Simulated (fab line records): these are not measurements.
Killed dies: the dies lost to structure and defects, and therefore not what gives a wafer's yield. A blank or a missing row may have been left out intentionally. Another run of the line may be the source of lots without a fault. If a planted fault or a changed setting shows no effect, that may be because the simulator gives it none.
A lot that was struck, set against a sound lot || flow n5Finfet || 37 steps out of a route of 1938
Sound: the wafers L227.1, L227.3, L227.5. Wafers struck: L235.1, L235.3, L235.4. Last of all comes the cause.
Each step with rows lists, per side, the tool, then ch with its chambers, then its first start. Under that, the readings that differ: sound wafers || struck wafers || difference of the means || sigmas: that difference in standard deviations of wafers without a fault.
alike: same words and numbers on both sides, and readings whose means sit less than 2 such deviations apart. not compared: any withheld reading, any reading some wafer has no value for, any bound like >300 that may hide the same value, and any number with overlapping values for which the record gives no deviation.
Wherever a step has rows on one side only, a row that says differs or no value, or a row with sigmas, the two part there. Non-overlapping numbers with no deviation appear without sigmas and do not part them. A reading that every wafer of one side lacks parts them only if that side has two wafers or more.

first, 9 steps without rows for these wafers: N5_PMOS_HMC_CHANNEL_EPI_EXPOSE_06 (exposes mask PMOS HMC BLK, target cd 240 nm); N5_PMOS_HMC_CHANNEL_EPI_PEB_07 (peb time 60 s); N5_PMOS_HMC_CHANNEL_EPI_DEVELOP_08 (develop time 30 s); N5_PMOS_HMC_CHANNEL_EPI_DESCUM_14 (chemistry O2, time 7.9 s); N5_PMOS_HMC_CHANNEL_EPI_ETCH_32 (etches BARC in N2/H2, stops on SiO2, target depth 85.8 nm, time 50.3 s); N5_PMOS_HMC_CHANNEL_EPI_HM_OPEN_15 (chemistry CHF3/O2, target SiO2, target depth 40.6 nm, time 20.3 s); N5_PMOS_HMC_CHANNEL_EPI_STRIP_33 (strips in N2/H2); N5_PMOS_HMC_CHANNEL_EPI_STRIP_17 (strips in SPM, time 750 s); N5_PMOS_HMC_CHANNEL_EPI_ETCH_38 (etches SiO2 in CF4, target depth 1.5 nm).
N5_PMOS_HMC_CHANNEL_EPI_FIN_RECESS_16: chemistry HBr/Cl2, target Si, target depth 54 nm, time 18 s.
  sound on rieSi-06 ch 0,2,3, day 3 11:59; struck on rieSi-02 ch 0,2,3, day 5 13:04
  no value came back on the struck wafers for any of 5 readings (HBr_flow_sccm (sccm), biasW (W) and others); on the sound wafers HBr_flow_sccm (sccm) reads 149.0 150.5 149.6
{"reading": "model.SiO2_of_PMOS_HMC_CHANNEL_EPI_HM_DEP_34.thkNm (nm)", "sound": "29.41 29.55 30.66", "struck": "35.68 35.31 34.78", "difference": "+5.38", "sigmas": ""}
  not compared: rfHoursCounterH
then, 1 step without rows for these wafers: N5_PMOS_HMC_CHANNEL_EPI_PRECLEAN_36 (cleans in O3/DIW, time 45 s).
N5_PMOS_HMC_CHANNEL_EPI_PRECLEAN_18: cleans in DHF, time 30 s.
  sound on wetBench-02 ch 3,5,6, day 3 12:06; struck on wetBench-02 ch 4,5,7, day 5 13:11
{"reading": "model.SiO2_of_PMOS_HMC_CHANNEL_EPI_HM_DEP_34.thkNm (nm)", "sound": "23.85 23.97 25.1", "struck": "30.15 29.8 29.28", "difference": "+5.44", "sigmas": ""}
then, 5 steps without rows for these wafers: N5_PMOS_HMC_CHANNEL_EPI_SRD_19 (time 30 s); N5_PMOS_HMC_CHANNEL_EPI_EPI_20 (deposits SiGe30, target thk 59 nm); N5_PMOS_HMC_CHANNEL_EPI_HM_STRIP_35 (strips SiO2 in dHF, material SiO2, target depth 39.6 nm, time 216 s); N5_PMOS_HMC_CHANNEL_EPI_SRD_39 (time 30 s); N5_PMOS_HMC_CHANNEL_EPI_CMP_21 (polishes SiGe30, target thk 54 nm).
N5_PMOS_HMC_CHANNEL_EPI_THK_MEAS_22:
  sound on filmMetro-01 at day 3 14:13; struck on filmMetro-02 at day 5 15:24
{"reading": "HMC_CMP_THK (nm)", "sound": "55.1 55.6 53.1", "struck": "0.2 0.2 0.1", "difference": -54.4, "sigmas": -39}
then, 17 steps without rows for these wafers: N5_PMOS_HMC_CHANNEL_EPI_PRECLEAN_40 (cleans in DHF, time 30 s); N5_PMOS_HMC_CHANNEL_EPI_PRECLEAN_37 (cleans in O3/DIW, time 45 s); N5_PMOS_HMC_CHANNEL_EPI_PRECLEAN_24 (cleans in DHF, time 30 s); N5_PMOS_HMC_CHANNEL_EPI_SRD_25 (time 30 s); N5_PMOS_HMC_CHANNEL_EPI_EPI_26 (deposits Si from SiH4/H2, target thk 3.8 nm, time 22.7 s); N5_FIN_SAQP_PRECLEAN_42 (cleans in O3/DIW, time 60 s); N5_FIN_SAQP_PRECLEAN_00 (cleans in SC1, time 60 s); N5_FIN_SAQP_PRECLEAN_44 (cleans in SC2, time 45 s); N5_FIN_SAQP_SRD_01 (time 30 s); N5_FIN_SAQP_ALD_61 (deposits SiO2, target thk 4 nm, pulse time 1 s, purge time 2 s); N5_FIN_SAQP_DENSIFY_62 (time 60 s); N5_FIN_SAQP_HM_DEP_03 (deposits SiNx from SiH4/NH3/N2, target thk 38 nm, time 33.6 s); N5_FIN_SAQP_PECVD_47 (deposits a-Si from SiH4/He, target thk 45 nm, time 36.3 s); N5_FIN_SAQP_PECVD_48 (deposits SiNx from SiH4/NH3/N2, target thk 25 nm, time 22.1 s); N5_FIN_SAQP_PECVD_06 (deposits a-Si from SiH4/He, target thk 60 nm, time 48.1 s); N5_FIN_SAQP_HM_DEP_72 (deposits SiO2 from SiH4/N2O, target thk 12 nm, time 7.2 s); N5_FIN_SAQP_COAT_49 (time 60 s, resist thk 100 nm).
N5_FIN_SAQP_OVL_MEAS_17:
  sound on overlay-01 ch 0, day 3 15:55; struck on overlay-02 ch 0, day 5 17:38
{"reading": "FIN_CORE_OVL (nm)", "sound": "-1.4 -0.8 -0.7", "struck": "- - -", "difference": "no value on the struck wafers", "sigmas": ""}
N5_PASSIVATION_PROBE_49:
  the record holds rows for the sound wafers here (prober-01, day 14 01:08) but none for the struck ones

== WHERE THEY PART ==
Last at N5_PASSIVATION_PROBE_49 as far as this record goes, first at N5_PMOS_HMC_CHANNEL_EPI_FIN_RECESS_16.

WHY: the cause the simulator had injected
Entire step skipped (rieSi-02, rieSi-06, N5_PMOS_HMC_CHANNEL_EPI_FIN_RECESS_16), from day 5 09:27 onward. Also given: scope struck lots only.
